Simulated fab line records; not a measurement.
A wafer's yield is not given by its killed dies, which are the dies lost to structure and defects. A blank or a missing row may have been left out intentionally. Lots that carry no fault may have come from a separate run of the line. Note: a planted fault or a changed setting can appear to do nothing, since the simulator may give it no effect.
What tool caused it? || flow nand harc || Sampling: 13 lots, 39 wafers, 5 of 1159 route steps

## WHAT THE GAUGES READ, wafer by wafer
NHARC_END_SORT_01. Usual: killed at array 28, standard deviation 8.9; killed at other 0.8, standard deviation 1.2; killed at periphery 3.3, standard deviation 2.3; killed dies 32, standard deviation 9.4; killed open 3.2, standard deviation 1.8; killed short 1.9, standard deviation 1.4.
{"lot": "L735", "measured": "day 22 13:32", "on": "prober-01", "killed at array": "35 24 33", "killed at other": "0 2 1", "killed at periphery": "1 4 2", "killed dies": "36 30 36", "killed open": "4 5 4", "killed short": "3 2 5", "flag": ""}

## WHAT TOOL EACH LOT RAN ON (gives the tool, then ch and the chambers of the sampled wafers, and finally the start)
{"lot": "L721", "NHARC_A_SLIT_DEP_23": "pecvd-02 ch 1,2, day 13 22:49", "NHARC_A_WL_FILL_STRIP_27": "plasma asher-01 ch 0,1, day 14 16:38", "NHARC_A_WL_FILL_ETCHBACK_17": "rie metal-03 ch 0,1, day 15 03:34", "NHARC_A_WL_FILL_ALD_19": "ald metal-04 ch 0,1,2, day 15 08:55"}
{"lot": "L724", "NHARC_A_SLIT_DEP_23": "pecvd-01 ch 0,2, day 14 09:02", "NHARC_A_WL_FILL_STRIP_27": "plasma asher-01 ch 0,1, day 15 01:44", "NHARC_A_WL_FILL_ETCHBACK_17": "rie metal-03 ch 0,1, day 15 11:50", "NHARC_A_WL_FILL_ALD_19": "ald metal-03 ch 0,2, day 15 17:31"}
{"lot": "L730", "NHARC_A_SLIT_DEP_23": "pecvd-03 ch 0,2, day 16 10:52", "NHARC_A_WL_FILL_STRIP_27": "plasma asher-02 ch 0,1, day 17 14:35", "NHARC_A_WL_FILL_ETCHBACK_17": "rie metal-03 ch 0,1, day 17 22:22", "NHARC_A_WL_FILL_ALD_19": "ald metal-03 ch 0,3, day 18 03:16"}
{"lot": "L734", "NHARC_A_SLIT_DEP_23": "pecvd-02 ch 0,1,2, day 17 06:43", "NHARC_A_WL_FILL_STRIP_27": "plasma asher-01 ch 0,1, day 18 00:53", "NHARC_A_WL_FILL_ETCHBACK_17": "rie metal-02 ch 0,1, day 18 10:56", "NHARC_A_WL_FILL_ALD_19": "ald metal-01 ch 1,3, day 18 16:19"}
{"lot": "L732", "NHARC_A_SLIT_DEP_23": "pecvd-01 ch 1,2, day 17 07:37", "NHARC_A_WL_FILL_STRIP_27": "plasma asher-02 ch 1, day 18 00:53", "NHARC_A_WL_FILL_ETCHBACK_17": "rie metal-03 ch 0,1, day 18 10:56", "NHARC_A_WL_FILL_ALD_19": "ald metal-03 ch 1,2,3, day 18 16:17"}
{"lot": "L735", "NHARC_A_SLIT_DEP_23": "pecvd-02 ch 0,1,2, day 17 07:47", "NHARC_A_WL_FILL_STRIP_27": "plasma asher-02 ch 0,1, day 18 03:45", "NHARC_A_WL_FILL_ETCHBACK_17": "rie metal-01 ch 0,1, day 18 11:01", "NHARC_A_WL_FILL_ALD_19": "ald metal-04 ch 0,2,3, day 18 16:14"}
{"lot": "L736", "NHARC_A_SLIT_DEP_23": "pecvd-02 ch 0,2, day 18 06:59", "NHARC_A_WL_FILL_STRIP_27": "plasma asher-01 ch 0,1, day 19 08:01", "NHARC_A_WL_FILL_ETCHBACK_17": "rie metal-02 ch 0,1, day 19 18:22", "NHARC_A_WL_FILL_ALD_19": "ald metal-04 ch 1,3, day 20 00:05"}
{"lot": "L740", "NHARC_A_SLIT_DEP_23": "pecvd-02 ch 1,2, day 18 11:27", "NHARC_A_WL_FILL_STRIP_27": "plasma asher-01 ch 0,1, day 19 11:25", "NHARC_A_WL_FILL_ETCHBACK_17": "rie metal-01 ch 0,1, day 19 21:45", "NHARC_A_WL_FILL_ALD_19": "ald metal-04 ch 2,3, day 20 03:31"}
{"lot": "L739", "NHARC_A_SLIT_DEP_23": "pecvd-03 ch 0,1, day 18 17:33", "NHARC_A_WL_FILL_STRIP_27": "plasma asher-02 ch 0,1, day 19 12:30", "NHARC_A_WL_FILL_ETCHBACK_17": "rie metal-02 ch 0,1, day 19 22:56", "NHARC_A_WL_FILL_ALD_19": "ald metal-03 ch 1,2,3, day 20 03:34"}
{"lot": "L738", "NHARC_A_SLIT_DEP_23": "pecvd-03 ch 0,1,2, day 18 18:18", "NHARC_A_WL_FILL_STRIP_27": "plasma asher-01 ch 0,1, day 19 14:16", "NHARC_A_WL_FILL_ETCHBACK_17": "rie metal-01 ch 0,1, day 19 23:50", "NHARC_A_WL_FILL_ALD_19": "ald metal-04 ch 0,1,2, day 20 03:40"}
{"lot": "L742", "NHARC_A_SLIT_DEP_23": "pecvd-01 ch 1,2, day 19 15:04", "NHARC_A_WL_FILL_STRIP_27": "plasma asher-02 ch 0,1, day 20 13:29", "NHARC_A_WL_FILL_ETCHBACK_17": "rie metal-01 ch 0,1, day 20 23:58", "NHARC_A_WL_FILL_ALD_19": "ald metal-04 ch 0,1,2, day 21 05:38"}
{"lot": "L744", "NHARC_A_SLIT_DEP_23": "pecvd-01 ch 1,2, day 19 16:38", "NHARC_A_WL_FILL_STRIP_27": "plasma asher-02 ch 0,1, day 20 19:49", "NHARC_A_WL_FILL_ETCHBACK_17": "rie metal-03 ch 0,1, day 21 05:39", "NHARC_A_WL_FILL_ALD_19": "ald metal-03 ch 0,2, day 21 11:20"}
{"lot": "L743", "NHARC_A_SLIT_DEP_23": "pecvd-03 ch 0,1, day 19 21:51", "NHARC_A_WL_FILL_STRIP_27": "plasma asher-02 ch 0,1, day 20 23:52", "NHARC_A_WL_FILL_ETCHBACK_17": "rie metal-03 ch 0,1, day 21 09:59", "NHARC_A_WL_FILL_ALD_19": "ald metal-03 ch 0,1,2, day 21 15:31"}
- NHARC_A_SLIT_DEP_23: deposits SiON, target thk 100 nm.
- NHARC_A_WL_FILL_STRIP_27: strips in N2/H2, time 20 s.
- NHARC_A_WL_FILL_ETCHBACK_17: etches the open film in Cl2/BCl3, target depth 4 nm, time 26.7 s.
- NHARC_A_WL_FILL_ALD_19: deposits TiN, target thk 2 nm, pulse time 3 s, ald cycles 100.

## WHAT THE TOOLS THEMSELVES READ (means of the sampled wafers that have a number; where no wafer has one, the mark that the record gives instead)
NHARC_A_SLIT_DEP_23. Usual: heater power w at 743 W, with a standard deviation of 86.
{"lot": "L721", "tool": "pecvd-02", "heater power w (W)": 740, "flag": ""}
{"lot": "L724", "tool": "pecvd-01", "heater power w (W)": 750, "flag": ""}
{"lot": "L730", "tool": "pecvd-03", "heater power w (W)": 642, "flag": ""}
{"lot": "L734", "tool": "pecvd-02", "heater power w (W)": 684, "flag": ""}
{"lot": "L732", "tool": "pecvd-01", "heater power w (W)": 700, "flag": ""}
{"lot": "L735", "tool": "pecvd-02", "heater power w (W)": 698, "flag": ""}
{"lot": "L736", "tool": "pecvd-02", "heater power w (W)": 666, "flag": ""}
{"lot": "L740", "tool": "pecvd-02", "heater power w (W)": 729, "flag": ""}
{"lot": "L739", "tool": "pecvd-03", "heater power w (W)": 758, "flag": ""}
{"lot": "L738", "tool": "pecvd-03", "heater power w (W)": 699, "flag": ""}
{"lot": "L742", "tool": "pecvd-01", "heater power w (W)": 766, "flag": ""}
{"lot": "L744", "tool": "pecvd-01", "heater power w (W)": 732, "flag": ""}
{"lot": "L743", "tool": "pecvd-03", "heater power w (W)": 778, "flag": ""}

NHARC_A_WL_FILL_STRIP_27. Usual: drypump motor current A 6.1 A, standard deviation 0.43; heater power w 335 W, standard deviation 29.
{"lot": "L721", "tool": "plasma asher-01", "drypump motor current A (A)": 6.6, "heater power w (W)": 342, "flag": ""}
{"lot": "L724", "tool": "plasma asher-01", "drypump motor current A (A)": 6.6, "heater power w (W)": 342, "flag": ""}
{"lot": "L730", "tool": "plasma asher-02", "drypump motor current A (A)": 5.8, "heater power w (W)": 345, "flag": ""}
{"lot": "L734", "tool": "plasma asher-01", "drypump motor current A (A)": 6.6, "heater power w (W)": 340, "flag": ""}
{"lot": "L732", "tool": "plasma asher-02", "drypump motor current A (A)": 5.6, "heater power w (W)": 295, "flag": ""}
{"lot": "L735", "tool": "plasma asher-02", "drypump motor current A (A)": 5.8, "heater power w (W)": 346, "flag": ""}
{"lot": "L736", "tool": "plasma asher-01", "drypump motor current A (A)": 6.6, "heater power w (W)": 339, "flag": ""}
{"lot": "L740", "tool": "plasma asher-01", "drypump motor current A (A)": 6.6, "heater power w (W)": 341, "flag": ""}
{"lot": "L739", "tool": "plasma asher-02", "drypump motor current A (A)": 5.7, "heater power w (W)": 323, "flag": ""}
{"lot": "L738", "tool": "plasma asher-01", "drypump motor current A (A)": 6.6, "heater power w (W)": 342, "flag": ""}
{"lot": "L742", "tool": "plasma asher-02", "drypump motor current A (A)": 5.7, "heater power w (W)": 311, "flag": ""}
{"lot": "L744", "tool": "plasma asher-02", "drypump motor current A (A)": 5.7, "heater power w (W)": 318, "flag": ""}
{"lot": "L743", "tool": "plasma asher-02", "drypump motor current A (A)": 5.7, "heater power w (W)": 318, "flag": ""}

NHARC_A_WL_FILL_ETCHBACK_17. Usual: chamber pressure mTorr 10.001 mTorr, standard deviation 0.0092; drypump motor current A 5.5 A, standard deviation 0.37; oes product au 0.998 a.u., standard deviation 0.0067.
{"lot": "L721", "tool": "rie metal-03", "chamber pressure mTorr (mTorr)": 10.003, "drypump motor current A (A)": 5.3, "oes product au (a.u.)": 0.998, "flag": ""}
{"lot": "L724", "tool": "rie metal-03", "chamber pressure mTorr (mTorr)": 10.006, "drypump motor current A (A)": 5.7, "oes product au (a.u.)": 0.999, "flag": ""}
{"lot": "L730", "tool": "rie metal-03", "chamber pressure mTorr (mTorr)": 9.994, "drypump motor current A (A)": 5.7, "oes product au (a.u.)": 0.874, "flag": "OFF"}
{"lot": "L734", "tool": "rie metal-02", "chamber pressure mTorr (mTorr)": 10.001, "drypump motor current A (A)": 5.3, "oes product au (a.u.)": 1.001, "flag": ""}
{"lot": "L732", "tool": "rie metal-03", "chamber pressure mTorr (mTorr)": 9.996, "drypump motor current A (A)": 5.4, "oes product au (a.u.)": 0.929, "flag": "OFF"}
{"lot": "L735", "tool": "rie metal-01", "chamber pressure mTorr (mTorr)": 10.005, "drypump motor current A (A)": 5.5, "oes product au (a.u.)": 0.995, "flag": ""}
{"lot": "L736", "tool": "rie metal-02", "chamber pressure mTorr (mTorr)": 10.013, "drypump motor current A (A)": 5.2, "oes product au (a.u.)": 1.009, "flag": ""}
{"lot": "L740", "tool": "rie metal-01", "chamber pressure mTorr (mTorr)": 9.996, "drypump motor current A (A)": 5.6, "oes product au (a.u.)": 1.005, "flag": ""}
{"lot": "L739", "tool": "rie metal-02", "chamber pressure mTorr (mTorr)": 9.999, "drypump motor current A (A)": 5.2, "oes product au (a.u.)": 0.999, "flag": ""}
{"lot": "L738", "tool": "rie metal-01", "chamber pressure mTorr (mTorr)": 9.990, "drypump motor current A (A)": 5.5, "oes product au (a.u.)": 1.004, "flag": ""}
{"lot": "L742", "tool": "rie metal-01", "chamber pressure mTorr (mTorr)": 10.003, "drypump motor current A (A)": 5.5, "oes product au (a.u.)": 0.998, "flag": ""}
{"lot": "L744", "tool": "rie metal-03", "chamber pressure mTorr (mTorr)": 10.004, "drypump motor current A (A)": 5.3, "oes product au (a.u.)": 0.996, "flag": ""}
{"lot": "L743", "tool": "rie metal-03", "chamber pressure mTorr (mTorr)": 10.002, "drypump motor current A (A)": 5.7, "oes product au (a.u.)": 0.995, "flag": ""}

NHARC_A_WL_FILL_ALD_19. Usual: heater power w 1086 W, standard deviation 110; precursor pulse height rel 1.000, standard deviation 0.019.
{"lot": "L721", "tool": "ald metal-04", "heater power w (W)": 993, "precursor pulse height rel": 1.002, "flag": ""}
{"lot": "L724", "tool": "ald metal-03", "heater power w (W)": 1194, "precursor pulse height rel": 1.007, "flag": ""}
{"lot": "L730", "tool": "ald metal-03", "heater power w (W)": 1096, "precursor pulse height rel": 1.033, "flag": ""}
{"lot": "L734", "tool": "ald metal-01", "heater power w (W)": 1154, "precursor pulse height rel": 1.008, "flag": ""}
{"lot": "L732", "tool": "ald metal-03", "heater power w (W)": 1085, "precursor pulse height rel": 0.999, "flag": ""}
{"lot": "L735", "tool": "ald metal-04", "heater power w (W)": 1076, "precursor pulse height rel": 1.012, "flag": ""}
{"lot": "L736", "tool": "ald metal-04", "heater power w (W)": 1077, "precursor pulse height rel": 0.985, "flag": ""}
{"lot": "L740", "tool": "ald metal-04", "heater power w (W)": 1158, "precursor pulse height rel": 0.982, "flag": ""}
{"lot": "L739", "tool": "ald metal-03", "heater power w (W)": 1122, "precursor pulse height rel": 0.988, "flag": ""}
{"lot": "L738", "tool": "ald metal-04", "heater power w (W)": 1011, "precursor pulse height rel": 1.003, "flag": ""}
{"lot": "L742", "tool": "ald metal-04", "heater power w (W)": 1029, "precursor pulse height rel": 1.003, "flag": ""}
{"lot": "L744", "tool": "ald metal-03", "heater power w (W)": 1213, "precursor pulse height rel": 1.002, "flag": ""}
{"lot": "L743", "tool": "ald metal-03", "heater power w (W)": 1110, "precursor pulse height rel": 1.014, "flag": ""}

## THE ANSWER, worked out from the rows above alone
Rule: lot off if the mean of its wafers having a number is beyond 3 standard deviations from the usual mean. A lot without any number at a reading at which 4 lots or more have one is off too. Where the step has rows for the other lots, those lots are counted as sound. Order of review: gauges by route order, followed by the tools' own readings, for which a lot's mean as printed above is used. At the first step where some lot is off, the reading lying furthest off is the one used; lots without a number count as furthest.
Off: L730, L732, at NHARC_A_WL_FILL_ETCHBACK_17 (oes product au).
If a tool, at that step or one of the process steps before it, ran each lot that is off and ran no sound lot following the first of them, it fits. No candidate that was tried fits.

## WHAT THE SIMULATOR PUT IN
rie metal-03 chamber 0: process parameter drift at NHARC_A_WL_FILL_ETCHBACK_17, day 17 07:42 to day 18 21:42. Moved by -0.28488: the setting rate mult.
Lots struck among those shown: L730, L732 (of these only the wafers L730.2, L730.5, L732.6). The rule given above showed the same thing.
